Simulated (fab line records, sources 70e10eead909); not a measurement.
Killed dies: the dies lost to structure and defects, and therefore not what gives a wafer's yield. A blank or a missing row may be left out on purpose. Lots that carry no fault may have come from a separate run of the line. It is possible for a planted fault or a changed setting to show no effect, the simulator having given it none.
What tool caused it?	flow nand-harc	36 wafers from 12 lots sampled at 2 of the route's 1302 steps

== WHAT THE GAUGES READ, wafer by wafer ==
NHARC_A_CONTACT_CD_MEAS_15.
lot	measured	on	cd-nm (nm)
L074	day 22 23:06	cd-sem-03	190.2 190.5 190.6
L077	day 23 10:50	cd-sem-03	190.1 190.4 190.4
L078	day 24 04:32	cd-sem-02	189.0 188.9 189.1
L082	day 26 13:58	cd-sem-02	190.0 190.2 189.8
L083	day 26 20:37	cd-sem-01	190.8 190.8 190.9
L085	day 27 18:33	cd-sem-01	190.2 189.5 189.6
L088	day 28 09:39	cd-sem-02	190.3 190.2 190.4
L087	day 28 17:45	cd-sem-01	191.3 190.7 191.4
L091	day 30 03:32	cd-sem-01	190.5 190.4 190.2
L093	day 31 13:00	cd-sem-03	189.9 190.2 189.7
L095	day 31 14:57	cd-sem-02	188.7 189.3 189.0
L097	day 32 12:28	cd-sem-01	189.6 189.8 189.5

== WHAT TOOL EACH LOT RAN ON (gives the tool, then ch and the chambers of the sampled wafers, and finally the start) ==
lot	NHARC_A_CONTACT_DEP_85
L074	pecvd-04 ch 0,1, day 22 19:11
L077	pecvd-04 ch 0,1,2, day 23 06:44
L078	pecvd-02 ch 0,1,2, day 24 00:34
L082	pecvd-04 ch 0,1, day 26 09:50
L083	pecvd-01 ch 0,1,2, day 26 16:31
L085	pecvd-01 ch 0,2, day 27 14:14
L088	pecvd-01 ch 1,2, day 28 05:35
L087	pecvd-04 ch 1,2, day 28 13:02
L091	pecvd-01 ch 0,1, day 29 23:34
L093	pecvd-02 ch 0,2, day 31 08:57
L095	pecvd-01 ch 0,1,2, day 31 10:46
L097	pecvd-02 ch 0,1, day 32 08:31
- NHARC_A_CONTACT_DEP_85: deposits SiON, target thk 60 nm.

== THE ANSWER, worked out from the rows above alone ==
Rule: usual is defined by the lots themselves. The widest of any qualifying gaps counts: lots, ordered by their means at a reading, are off when they make up no more than a third of the lots, leave a main group of 4 or more, and stand apart from it by 3 or more times the standard deviation of that group's means. Not used: any main group whose means are identical at the precision the tables above print for the reading. Also off: a lot with no number at a reading for which 4 or more lots have one. The other lots that the step has rows for count as sound.
None of the lots is off at any reading shown; this tells nothing.

== WHAT THE SIMULATOR HAD INSERTED ==
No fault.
